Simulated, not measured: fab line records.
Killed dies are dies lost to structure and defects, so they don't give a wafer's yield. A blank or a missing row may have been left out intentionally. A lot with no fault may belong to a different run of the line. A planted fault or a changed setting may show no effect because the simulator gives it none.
Matching of chambers | flow n5Finfet | 4 sister chambers for N5_BEOL_M8_DESCUM_16 on rieDiel-01
The step chemistry O2, time 7.9 s. 4 wafers are shown with their chamber, then 10 later ones without.

== EACH WAFER AND ITS CHAMBER ==
wafer  | chamber | showerheadPlenumPTorr (Torr)
L085.6 | 0       | 2.07
L090.4 | 3       | 2.01
L087.1 | 2       | 1.98
L087.4 | 1       | 2.20

== WAFERS WITH NO CHAMBER GIVEN ==
wafer  | showerheadPlenumPTorr (Torr)
L087.5 | 1.98
L094.2 | 2.19
L094.4 | 1.98
L094.6 | 2.19
L097.4 | 1.98
L097.5 | 2.06
L097.6 | 2.19
L096.2 | 1.98
L096.4 | 2.19
L096.6 | 1.98

== WHICH CHAMBER EACH WENT THROUGH ==
wafer  | from the rows above | in truth
L087.5 | 2                   | 2
L094.2 | 1                   | 1
L094.4 | 2                   | 2
L094.6 | 1                   | 1
L097.4 | 2                   | 2
L097.5 | 0                   | 0
L097.6 | 1                   | 1
L096.2 | 2                   | 2
L096.4 | 1                   | 1
L096.6 | 2                   | 2
10 of 10 placed correctly. Not placeable from these rows: 0. Number placed wrongly: 0.
How it was worked out, from the rows above alone: a wafer's distance from a chamber is the root of the sum, over the readings, of the square of ((its reading less the chamber's mean) divided by the reading's scatter). If the next closest chamber is less than 2 further off than the closest, the wafer can't be placed; otherwise it belongs to the closest. For every chamber, the mean is computed from those of its wafers that are shown. The scatter: root of mean squared gap, hidden wafer to nearest shown wafer, with one shown wafer a chamber.
